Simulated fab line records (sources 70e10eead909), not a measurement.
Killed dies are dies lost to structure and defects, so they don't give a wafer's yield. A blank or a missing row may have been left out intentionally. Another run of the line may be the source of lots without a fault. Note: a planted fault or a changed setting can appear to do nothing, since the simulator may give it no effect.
Which tool is to blame?    flow nand-harc    42 wafers from 14 lots sampled at 3 of the route's 1159 steps

WHAT THE GAUGES SHOWED, per wafer
NHARC_P_M0_CD_MEAS_09 targets a cd of 90 nm. Usual: cd-nm 90.2 nm, standard deviation 0.69.
lot   measured      on         cd-nm (nm)         flag
L879  day 6 09:49   cd-sem-02  90.4 90.1 89.9     
L880  day 6 14:00   cd-sem-02  90.3 90.1 88.2     
L882  day 6 18:52   cd-sem-01  90.6 90.7 90.9     
L881  day 6 19:30   cd-sem-01  90.6 90.7 89.5     
L883  day 7 04:04   cd-sem-03  89.8 89.2 90.1     
L885  day 7 14:43   cd-sem-03  102.2 101.5 101.3  OFF
L888  day 7 23:07   cd-sem-01  88.8 89.7 88.6     
L889  day 8 02:29   cd-sem-01  101.4 101.5 101.3  OFF
L891  day 9 02:34   cd-sem-02  90.4 89.6 90.4     
L894  day 9 22:29   cd-sem-03  89.7 89.8 90.1     
L896  day 10 02:25  cd-sem-03  89.9 90.2 90.7     
L897  day 10 07:01  cd-sem-03  89.4 89.3 89.3     
L900  day 11 00:34  cd-sem-03  90.9 90.7 89.8     
L902  day 11 12:17  cd-sem-03  90.6 89.7 89.5     

EACH LOT AND THE TOOL THAT RAN IT (in order: tool; ch and the chambers of the sampled wafers; start)
lot   NHARC_P_CONTACT_DESCUM_17           NHARC_P_M0_PEB_07
L879  rie-diel-11 ch 1,3, day 5 18:32     litho-track-01 ch 0, day 6 09:44
L880  rie-diel-04 ch 0,1, day 6 01:08     litho-track-04 ch 0, day 6 13:55
L882  rie-diel-11 ch 1,3, day 6 04:10     litho-track-01 ch 0, day 6 18:47
L881  rie-diel-11 ch 0,1,2, day 6 07:21   litho-track-04 ch 0, day 6 19:25
L883  rie-diel-08 ch 0,1,3, day 6 16:56   litho-track-06 ch 0, day 7 03:59
L885  rie-diel-11 ch 0,1, day 7 10:43     litho-track-04 ch 0, day 7 14:38
L888  rie-diel-11 ch 1,2,3, day 7 17:49   litho-track-06 ch 0, day 7 23:01
L889  rie-diel-11 ch 2,3, day 7 22:22     litho-track-04 ch 0, day 8 02:25
L891  rie-diel-08 ch 1,2,3, day 8 22:01   litho-track-01 ch 0, day 9 02:29
L894  rie-diel-11 ch 0,2, day 9 12:23     litho-track-06 ch 0, day 9 22:25
L896  rie-diel-11 ch 0,3, day 9 19:54     litho-track-06 ch 0, day 10 02:20
L897  rie-diel-08 ch 1,2,3, day 10 02:47  litho-track-01 ch 0, day 10 06:56
L900  rie-diel-11 ch 1,2,3, day 10 20:25  litho-track-01 ch 0, day 11 00:29
L902  rie-diel-11 ch 1,3, day 11 08:25    litho-track-06 ch 0, day 11 12:13
- NHARC_P_CONTACT_DESCUM_17: chemistry O2, time 3 s.
- NHARC_P_M0_PEB_07: peb time 65 s.

AS READ BY THE TOOLS THEMSELVES (means over the sampled wafers that have a number; for cases with no such wafer, the mark the record gives instead)
NHARC_P_CONTACT_DESCUM_17. Usual: drypump-motor-current-A 5.7 A (standard deviation 0.33); mfc-ar-sccm 0.012 sccm (standard deviation 0.015); o2-flow-sccm 200.0 sccm (standard deviation 0.58); oes-product-au 1.003 a.u. (standard deviation 0.0096); rf-vpp-V 57.8 V (standard deviation 0.86); showerhead-plenum-p-Torr 1.89 Torr (standard deviation 0.07); throttle-valve-pct 11.311 % (standard deviation 0.0089).
lot   tool         drypump-motor-current-A (A)  mfc-ar-sccm (sccm)  o2-flow-sccm (sccm)  oes-product-au (a.u.)  rf-vpp-V (V)  showerhead-plenum-p-Torr (Torr)  throttle-valve-pct (%)  flag
L879  rie-diel-11  6.0                          0.015               200.3                1.012                  57.2          1.86                             11.318                  
L880  rie-diel-04  5.3                          0.026               200.0                1.018                  58.2          1.85                             11.307                  
L882  rie-diel-11  6.0                          0.015               200.2                1.004                  58.2          1.86                             11.301                  
L881  rie-diel-11  5.7                          0.011               199.9                1.010                  58.2          1.87                             11.308                  
L883  rie-diel-08  5.9                          0.005               200.1                0.985                  58.1          1.94                             11.317                  
L885  rie-diel-11  5.9                          0.009               199.1                1.014                  58.0          1.86                             11.307                  
L888  rie-diel-11  5.8                          0.017               200.5                1.011                  57.1          1.87                             11.315                  
L889  rie-diel-11  5.6                          0.032               200.0                1.011                  57.7          1.85                             11.314                  
L891  rie-diel-08  5.7                          0.004               200.1                0.993                  57.3          1.97                             11.311                  
L894  rie-diel-11  5.5                          0.020               200.2                1.005                  58.1          1.84                             11.315                  
L896  rie-diel-11  5.6                          0.032               199.8                1.005                  57.0          1.81                             11.310                  
L897  rie-diel-08  5.7                          0.004               199.7                1.008                  57.3          1.97                             11.312                  
L900  rie-diel-11  5.8                          0.017               199.8                0.997                  57.3          1.87                             11.313                  
L902  rie-diel-11  6.0                          0.015               199.9                0.990                  57.0          1.85                             11.310                  

NHARC_P_M0_PEB_07. Usual: heater-power-total-W 156.7 W, standard deviation 0.4; plate-temp-C 100.01 C, standard deviation 0.12.
lot   tool            heater-power-total-W (W)  plate-temp-C (C)  flag
L879  litho-track-01  156.6                     99.96             
L880  litho-track-04  156.7                     100.08            
L882  litho-track-01  156.6                     99.98             
L881  litho-track-04  156.5                     99.93             
L883  litho-track-06  157.0                     99.85             
L885  litho-track-04  163.5                     103.21            OFF
L888  litho-track-06  156.3                     99.92             
L889  litho-track-04  163.2                     103.13            OFF
L891  litho-track-01  157.1                     100.09            
L894  litho-track-06  156.5                     100.11            
L896  litho-track-06  156.8                     100.11            
L897  litho-track-01  156.8                     99.91             
L900  litho-track-01  156.5                     100.06            
L902  litho-track-06  156.7                     99.97             

THE ANSWER, worked out from the rows above alone
Rule: lot off if the mean of its wafers having a number is beyond 3 standard deviations from the usual mean. A lot without any number at a reading at which 4 lots or more have one is off too. Where the step has rows for the other lots, those lots are counted as sound. After the gauges, taken in route order, come the tools' own readings; for these a lot's mean is taken, as printed above. At the first step where some lot is off, the reading lying furthest off is the one used; lots without a number count as furthest.
Off at NHARC_P_M0_CD_MEAS_09 (cd-nm): L885, L889.
If a tool, at a process step before that reading, ran all the lots that are off and no sound lot after the first of them, it fits. Not tried: the gauges at NHARC_P_M0_CD_MEAS_09; whatever is off there is also off at NHARC_P_M0_PEB_07, on other tools, and gauge error can't account for it. One fits: NHARC_P_M0_PEB_07 on litho-track-04. Its last sound lot is L881 (day 6 19:25), its first lot that is off L885 (day 7 14:38): a fault that began between those two fits.
The tool's own readings at NHARC_P_M0_PEB_07 bear it out: on the lots that are off they differ by more than 5 times the standard deviation of the sound lots' means. heater-power-total-W reads 163.3 W there against 156.7 W on the sound lots; plate-temp-C reads 103.17 C there against 100.00 C on the sound lots.

WHAT WAS PUT IN BY THE SIMULATOR
Process parameters drifting: litho-track-04 at NHARC_P_M0_PEB_07, beginning at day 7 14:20. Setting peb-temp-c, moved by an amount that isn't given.
Shown lots that were struck: L885, L889. The rule given above showed the same thing.
